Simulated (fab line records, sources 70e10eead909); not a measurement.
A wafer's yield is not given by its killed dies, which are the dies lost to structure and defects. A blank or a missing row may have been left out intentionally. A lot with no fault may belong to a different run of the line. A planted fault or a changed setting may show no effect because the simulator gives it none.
The same fault as seen by 2 desks -- flow nandHarc -- only its own numbers are on each desk; what lay behind them is given at the end

## METROLOGY DESK
What the gauges read, lot by lot, whatever tool the lot ran on: means of the sampled wafers that have a number. The brackets show how far a lot's mean lies from the usual mean; more than 4 standard deviations puts the lot out of limits, marked OUT.
Columns: A = cdNm at NHARC_P_ZERO_WELL_CD_MEAS_37, usual 719.4 nm; B = cdNm at NHARC_P_ZERO_WELL_CD_MEAS_52, usual 2000.6 nm; C = cdNm at NHARC_P_STI_CD_MEAS_16, usual 199.3 nm
lot,first seen here,A,B,C
L918,day 1 08:13,719.3,2000.3,199.3
L919,day 1 11:01,718.1,1998.0,198.9
L920,day 1 20:10,718.5,2001.3,203.0
L921,day 2 11:25,720.0,2001.8,198.8
L922,day 2 16:08,718.8,2001.9,199.5
L925,day 3 22:14,719.0,1999.2,199.3
L926,day 4 08:24,722.4,2000.2,199.0
L928,day 5 03:59,721.9,2002.5,198.9
L929,day 5 14:13,719.3,2000.6,196.6
L934,day 7 16:22,727.9 (+5.0) OUT,2000.9,198.5
L936,day 8 12:16,729.2 (+5.8) OUT,1999.7,201.2
L940,day 10 03:52,720.1,2000.1,200.1
This desk's verdict: out of limits on L934, L936, starting with L934 at day 7 16:22 (cdNm at NHARC_P_ZERO_WELL_CD_MEAS_37). Within limits: L918, L919, L920, L921, L922, L925, L926, L928, L929, L940.

## DESK OF THE TOOL OWNER: lithoTrack-02
The tool's own readings at NHARC_P_ZERO_WELL_PEB_35 (peb time 85 s): means of the sampled wafers that have a number, for each lot that ran on this tool. The brackets show how far a lot's mean lies from the usual mean; more than 4 standard deviations puts the lot out of limits, marked OUT.
Columns: A = heaterPowerTotalW at NHARC_P_ZERO_WELL_PEB_35, usual 163.98 W; B = plateTempC at NHARC_P_ZERO_WELL_PEB_35, usual 117.98 C
lot,first seen here,A,B
L918,day 1 08:07,163.86,118.01
L929,day 5 14:07,164.17,117.95
L934,day 7 16:16,189.11 (+87) OUT,131.36 (+96) OUT
L936,day 8 12:11,188.55 (+85) OUT,131.20 (+94) OUT
This desk's verdict: out of limits on L934, L936, starting with L934 at day 7 16:16 (heaterPowerTotalW at NHARC_P_ZERO_WELL_PEB_35). Within limits: L918, L929.

## PUT TOGETHER
The tool owner's desk could have raised an alarm at day 7 16:16, on L934, L936.
An alarm was possible from the metrology desk at day 7 16:22, on L934, L936.
Every lot named ran NHARC_P_ZERO_WELL_PEB_35 on lithoTrack-02.

## WHAT THE SIMULATOR HAD INSERTED
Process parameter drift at NHARC_P_ZERO_WELL_PEB_35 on lithoTrack-02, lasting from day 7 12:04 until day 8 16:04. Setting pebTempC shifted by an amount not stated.
Lots struck among those shown: L934, L936.
Hours from the fault's start to each desk's first reading out of limits: the tool owner's desk, 4; the metrology desk, 4.
